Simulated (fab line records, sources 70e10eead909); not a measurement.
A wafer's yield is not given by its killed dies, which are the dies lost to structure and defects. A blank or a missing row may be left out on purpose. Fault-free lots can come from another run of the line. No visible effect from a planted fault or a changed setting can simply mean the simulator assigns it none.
Matching of chambers	flow nand_harc	NHARC_A_WL_FILL_STRIP_29 on rie_diel-11 has 4 sister chambers
The step strips in O2, time 20 s. 14 wafers are shown with their chamber, then 7 later ones without.

== WAFERS WITH THEIR CHAMBER ==
wafer	chamber	rf_vpp_V (V)	throttle_valve_pct (%)	oes_product_au (a.u.)
L074.2	0	57.1	17.032	1.000
L074.3	3	57.9	17.048	1.007
L074.4	2	56.8	17.031	0.997
L082.2	2	57.8	17.032	0.991
L082.3	1	58.7	17.033	0.999
L082.6	1	58.1	17.060	0.995
L086.1	1	58.8	17.059	1.004
L086.5	0	57.0	17.043	0.995
L086.6	1	58.4	17.028	1.007
L085.1	1	57.4	17.034	1.006
L085.4	0	57.4	17.038	0.999
L085.6	2	57.6	17.036	1.008
L093.1	2	57.5	17.029	1.011
L093.3	0	57.3	17.043	1.007

SIGNATURES (means of the wafers above)
reading	chamber 0	chamber 1	chamber 2	chamber 3	scatter within a chamber
rf_vpp_V	57.200	58.280	57.425	57.900	0.44
throttle_valve_pct	17.03900	17.04280	17.03200	17.04800	0.0103
oes_product_au	1.00025	1.00220	1.00175	1.00700	0.00664
Rule: for each reading, subtract the chamber's mean from the wafer's reading, divide by that reading's scatter and square the result; add these up over the readings and take the root, which gives the wafer's distance from the chamber. If the next closest chamber is less than 2 further off than the closest, the wafer can't be placed; otherwise it belongs to the closest. How the scatter is found: for the shown wafers, subtract from each reading the mean of its chamber, square and add these, divide the total by (wafers less chambers), then take the root.

== WAFERS WHOSE CHAMBER IS MISSING ==
wafer	rf_vpp_V (V)	throttle_valve_pct (%)	oes_product_au (a.u.)
L093.4	58.0	17.050	1.004
L092.4	56.3	17.031	1.004
L092.5	58.9	17.023	0.996
L092.6	57.7	17.030	0.997
L097.1	57.0	17.042	1.008
L097.2	59.1	17.018	0.993
L097.4	56.8	17.025	1.004

== CHAMBER TAKEN BY EACH ==
wafer	from the rows above	in truth
L093.4	can't be placed: 3 or 1 or 0 or 2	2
L092.4	can't be placed: 0 or 2 or 3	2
L092.5	can't be placed: 1 or 2 or 3 or 0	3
L092.6	can't be placed: 2 or 0 or 1 or 3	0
L097.1	can't be placed: 0 or 2 or 3 or 1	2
L097.2	can't be placed: 1 or 2 or 3 or 0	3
L097.4	can't be placed: 2 or 0 or 3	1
0 of 7 placed correctly. Unplaceable from these rows: 7, with the true chamber sitting among the candidates in 6. Wrongly placed: 0.
